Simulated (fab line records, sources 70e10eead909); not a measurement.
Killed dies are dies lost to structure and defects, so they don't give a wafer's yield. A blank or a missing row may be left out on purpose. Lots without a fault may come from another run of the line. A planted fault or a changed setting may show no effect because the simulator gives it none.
fab line records | flow nand_harc | part 2 of 2: steps 4 to 6 of 6
record lots=24 wafers=72 last_day=34
route steps=1302 shown P_GATE@144 P_CONTACT@238 P_M0@266 P_M1@308
lots that met no fault: from a run of the same line without faults
start_h: hours from the record's first day to the start of the lot's first wafer shown | wait_h: hours since the lot's step before | " the same as in the row above | L1.1+2: a row that stands for several wafers | - no value, or no start given | * or withheld: withheld | < > ~ a bound
route shown NAME@n: a module of which the file shows steps, and the number in the route of the first | usual: mean/standard deviation of fault-free wafers | same: alike in all rows | chamber/n: place in a boat | sites: the reading at each site | _std_site: their standard deviation | _edge_site: outer sites' mean less inner sites' | radius_mm: how far each site lies from the wafer's centre | mask NAME#n: copy n | behind: the tool/chamber that last shaped the wafer | hold: why the lot was held/for how many hours/how that ended | device: the transistor (n, p or np) that didn't switch | end of line: the same wafers' tests at the end of the route | a step without rows: its recipe alone | killed: dies lost to structure and defects at the first sort, not the wafer's yield | map: a wafer's dies, x killed, . not, _ none there
set.NAME: the setting as run; set.NAME@STEP: as run at that earlier step | model.NAME: the simulator's own value behind a step, which no gauge read
steps of the route over a sample of lots; a table a step, a row a wafer
services: from which hour (start_h, from the record's first day; less than 0 if before it) a tool's chamber was out of use, for how many hours, and why
## steps
# step NHARC_P_M1_PVD_21
# recipe target_thk_a=300 chamber_pressure_pa=5 power_w=5000 substrate_temp_c=30 time_s=20.49 material=Cu
# usual throttle_valve_pct=29.9/0.92
# columns lot.wafer tool chamber start_h wait_h throttle_valve_pct
L074.3 pvd_sputter-03 - - - 28.7
L074.2 " - " " 29.6
L074.4 " - " " 29.1
L075.2 pvd_sputter-03 - - - 29.0
L075.1 " - " " 29.7
L075.5 " - " " 29.2
L076.3 pvd_sputter-01 - - - 30.8
L076.2 " - " " 30.4
L076.5 " - " " 30.7
L077.4 pvd_sputter-03 - - - 30.3
L077.3 " - " " 29.7
L077.5 " - " " 29.3
L078.4 pvd_sputter-03 - - - 29.3
L078.5 " - " " 29.4
L078.6 " - " " 28.5
L079.1 pvd_sputter-01 - - - 30.7
L079.2 " - " " 30.9
L079.4 " - " " 31.2
L080.4 pvd_sputter-03 - - - 29.0
L080.3 " - " " 27.8
L080.6 " - " " 28.9
L081.2 pvd_sputter-03 - - - 30.1
L081.1 " - " " 28.6
L081.5 " - " " 29.9
L082.4 pvd_sputter-01 - - - 30.9
L082.2 " - " " 31.4
L082.3 " - " " 30.8
L083.2 pvd_sputter-02 - - - 30.8
L083.3 " - " " 30.7
L083.6 " - " " 30.8
L084.3 pvd_sputter-02 - - - 30.6
L084.1 " - " " 31.1
L084.6 " - " " 30.8
L085.3 pvd_sputter-03 - - - 28.7
L085.1 " - " " 28.2
L085.6 " - " " 28.8
L086.4 pvd_sputter-01 - - - 31.1
L086.6 " - " " 30.5
L086.5 " - " " 31.4
L087.4 pvd_sputter-01 - - - 29.8
L087.3 " - " " 30.3
L087.2 " - " " 30.9
L089.4 pvd_sputter-03 - - - 29.1
L089.2 " - " " 30.4
L089.5 " - " " 29.2
L088.3 pvd_sputter-02 - - - 29.6
L088.2 " - " " 30.5
L088.5 " - " " 29.5
L090.4 pvd_sputter-02 - - - 30.0
L090.1 " - " " 30.5
L090.5 " - " " 30.1
L091.1 pvd_sputter-03 - - - 29.9
L091.3 " - " " 28.5
L091.5 " - " " 28.4
L092.1 pvd_sputter-02 - - - 31.3
L092.3 " - " " 30.7
L092.5 " - " " 30.0
L093.3 pvd_sputter-01 - - - 31.1
L093.4 " - " " 30.4
L093.5 " - " " 31.0
L095.4 pvd_sputter-03 - - - 30.2
L095.6 " - " " 29.2
L095.5 " - " " 30.2
L094.4 pvd_sputter-02 - - - 30.8
L094.2 " - " " 28.6
L094.3 " - " " 31.1
L096.1 pvd_sputter-03 - - - 28.7
L096.3 " - " " 28.6
L096.6 " - " " 30.4
L097.3 pvd_sputter-02 - - - 30.7
L097.4 " - " " 28.6
L097.5 " - " " 30.6
# step NHARC_P_M1_CMP_23
# recipe t_overpolish_s=20 target_thk_nm=157.82
# usual motor_current_A=11.9/1.1 retaining_ring_pressure_frac=1.000/0.0051 time_to_endpoint_s=28.8/2.5
# columns lot.wafer tool chamber start_h wait_h motor_current_A retaining_ring_pressure_frac time_to_endpoint_s
L074.3 cmp-02 0 127.42 - 11.3 1.003 27.8
L074.4 " 1 " " 13.8 1.002 32.8
L074.2 " 2 " " 10.4 1.002 29.5
L075.1 cmp-04 3 137.34 - 12.2 1.002 32.4
L075.2 " 2 " " 11.5 1.002 26.4
L075.5 " 3 " " 12.2 0.994 32.1
L076.3 cmp-02 1 151.40 - 12.8 0.999 30.4
L076.2 " 2 " " 10.9 0.999 26.8
L076.5 " 3 " " 12.3 1.006 24.7
L077.4 cmp-03 2 152.32 - 10.8 0.994 28.2
L077.3 " 0 " " 11.1 0.996 32.0
L077.5 " 2 " " 10.8 0.992 29.6
L078.4 cmp-03 1 170.43 - 13.5 0.999 29.4
L078.6 " 1 " " 12.7 0.999 30.6
L078.5 " 2 " " 10.7 0.999 28.8
L079.2 cmp-02 2 176.19 - 11.4 0.998 24.4
L079.4 " 3 " " 11.9 0.999 27.5
L079.1 " 1 " " 14.4 1.003 28.1
L080.3 cmp-03 3 189.87 - 14.2 0.994 27.3
L080.4 " 0 " " 10.7 0.994 27.9
L080.6 " 3 " " 14.7 0.995 28.6
L081.1 cmp-04 3 192.65 - 12.1 0.999 34.7
L081.2 " 2 " " 11.4 0.991 29.7
L081.5 " 3 " " 13.0 0.998 35.6
L082.2 cmp-02 0 206.32 - 12.2 0.999 27.1
L082.3 " 1 " " 14.5 1.002 35.3
L082.4 " 2 " " 11.1 1.004 28.0
L083.2 cmp-04 2 214.56 - 11.9 1.003 27.7
L083.3 " 3 " " 12.2 0.998 33.1
L083.6 " 1 " " 12.3 1.000 27.7
L084.3 cmp-03 2 231.40 - 10.9 0.993 29.3
L084.1 " 0 " " 11.1 1.007 29.7
L084.6 " 2 " " 11.0 1.002 29.7
L085.3 cmp-04 2 239.15 - 12.1 1.007 26.2
L085.1 " 0 " " 10.5 1.001 28.6
L085.6 " 2 " " 12.1 1.003 28.2
L086.4 cmp-04 0 249.21 - 10.9 0.996 26.7
L086.6 " 1 " " 11.5 1.002 30.0
L086.5 " 2 " " 12.1 1.006 28.2
L087.3 cmp-04 3 252.98 - 11.5 1.008 32.8
L087.2 " 0 " " 10.3 0.998 32.6
L087.4 " 1 " " 11.5 1.000 25.2
L089.2 cmp-04 3 275.37 - 12.5 0.999 28.5
L089.4 " 0 " " 10.9 1.002 28.8
L089.5 " 2 " " 11.4 1.006 27.4
L088.2 cmp-02 2 275.74 - 11.1 1.002 29.2
L088.3 " 1 " " 14.1 1.003 33.8
L088.5 " 2 " " 10.9 0.992 30.9
L090.1 cmp-02 0 294.00 - 11.6 0.997 29.0
L090.4 " 1 " " 14.0 1.006 33.0
L090.5 " 2 " " 10.8 0.997 29.6
L091.3 cmp-04 3 301.25 - 12.1 0.997 29.8
L091.1 " 1 " " 11.2 1.002 25.9
L091.5 " 0 " " 10.7 1.002 28.5
L092.3 cmp-04 0 303.08 - 10.5 0.991 28.2
L092.1 " 3 " " 12.5 0.996 28.5
L092.5 " 1 " " 11.8 0.995 25.8
L093.3 cmp-02 3 316.49 - 11.8 1.001 31.7
L093.4 " 0 " " 11.1 0.999 30.0
L093.5 " 3 " " 12.5 1.008 31.4
L095.4 cmp-04 1 332.77 - 11.7 0.993 25.3
L095.5 " 0 " " 10.1 1.000 30.7
L095.6 " 1 " " 11.8 1.001 26.2
L094.3 cmp-03 0 332.98 - 11.2 1.005 29.4
L094.2 " 1 " " 13.0 1.005 31.1
L094.4 " 2 " " 10.8 0.998 27.8
L096.1 cmp-03 1 345.82 - 12.1 0.996 28.2
L096.3 " 2 " " 10.8 0.997 26.6
L096.6 " 1 " " 13.1 0.994 26.8
L097.3 cmp-03 1 363.71 - 12.9 1.000 27.2
L097.4 " 2 " " 10.2 0.996 27.0
L097.5 " 3 " " 14.3 1.005 28.7
# step NHARC_P_M1_DEP_33
# recipe target_thk_a=300 temp_c=370 target_thk_nm=30 pressure_torr=3 flow_sccm=200 rf_w=450 material=SiCN
# usual heater_power_w=575/94
# columns lot.wafer tool chamber start_h wait_h heater_power_w
L074.2 pecvd-01 0 128.04 0.1 450
L074.3 " 2 " " 590
L074.4 " 0 " " 441
L075.1 pecvd-03 2 137.95 0.1 596
L075.2 " 1 " " 641
L075.5 " 0 " " 455
L076.3 pecvd-03 2 151.96 0.1 524
L076.2 " 1 " " 645
L076.5 " 2 " " 531
L077.3 pecvd-03 1 152.91 0.1 673
L077.5 " 1 " " 662
L077.4 " 0 " " 535
L078.4 pecvd-04 2 171.18 0.2 573
L078.5 " 0 " " 529
L078.6 " 1 " " 522
L079.2 pecvd-04 0 176.82 0.1 579
L079.1 " 1 " " 592
L079.4 " 0 " " 556
L080.3 pecvd-04 2 190.53 0.1 634
L080.4 " 2 " " 633
L080.6 " 0 " " 507
L081.1 pecvd-01 2 193.27 0.1 506
L081.2 " 1 " " 848
L081.5 " 2 " " 507
L082.3 pecvd-04 0 206.91 0.1 525
L082.2 " 2 " " 619
L082.4 " 2 " " 615
L083.3 pecvd-01 2 215.22 0.1 570
L083.2 " 0 " " 422
L083.6 " 1 " " 734
L084.3 pecvd-03 0 232.04 0.1 537
L084.1 " 1 " " 616
L084.6 " 0 " " 548
L085.1 pecvd-03 0 239.78 0.1 552
L085.3 " 1 " " 576
L085.6 " 0 " " 541
L086.6 pecvd-04 0 249.87 0.2 547
L086.5 " 1 " " 550
L086.4 " 2 " " 585
L087.2 pecvd-04 1 253.57 0.1 587
L087.3 " 0 " " 586
L087.4 " 2 " " 539
L089.2 pecvd-01 0 275.93 0.1 425
L089.5 " 0 " " 416
L089.4 " 1 " " 763
L088.3 pecvd-03 0 276.36 0.1 460
L088.2 " 1 " " 619
L088.5 " 1 " " 623
L090.1 pecvd-01 1 294.65 0.1 838
L090.4 " 0 " " 431
L090.5 " 1 " " 819
L091.3 pecvd-03 2 301.91 0.1 561
L091.1 " 0 " " 581
L091.5 " 1 " " 518
L092.1 pecvd-01 0 303.74 0.1 445
L092.3 " 1 " " 806
L092.5 " 0 " " 439
L093.3 pecvd-04 2 317.20 0.1 564
L093.5 " 0 " " 545
L093.4 " 1 " " 502
L095.6 pecvd-04 1 333.49 0.2 499
L095.5 " 2 " " 568
L095.4 " 0 " " 625
L094.2 pecvd-03 1 333.70 0.1 621
L094.3 " 2 " " 642
L094.4 " 1 " " 634
L096.1 pecvd-04 1 346.41 0.1 501
L096.3 " 2 " " 629
L096.6 " 1 " " 500
L097.3 pecvd-01 2 364.35 0.1 521
L097.4 " 2 " " 525
L097.5 " 0 " " 414
## services
# columns tool chamber start_h hours kind
rie_diel-11 - 78.50 9.0 pm
pecvd-04 - 88.00 13.0 pm
rie_diel-05 - 89.73 17.7 repair
pecvd-04 - 105.42 1.0 repair
cmp-04 - 111.00 4.0 pm
rie_diel-05 1 115.26 12.1 repair
pecvd-04 - 133.32 1.2 repair
rie_diel-09 - 143.10 9.0 pm
rie_diel-09 3 157.25 8.4 repair
pvd_sputter-03 - 170.00 10.0 pm
rie_diel-11 3 185.55 4.1 repair
rie_diel-09 3 202.07 18.0 repair
cmp-04 - 209.00 4.0 pm
rie_diel-05 - 229.60 9.0 pm
rie_diel-05 3 272.43 5.9 repair
cmp-04 - 281.41 0.5 repair
rie_diel-05 0 283.35 2.7 repair
cmp-04 - 291.06 0.5 repair
cmp-04 - 307.00 4.0 pm
rie_diel-09 1 310.95 7.7 repair
rie_diel-09 - 320.10 9.0 pm
rie_diel-05 3 321.50 4.2 repair
cmp-04 - 343.83 0.5 repair
pvd_sputter-03 - 348.00 10.0 pm
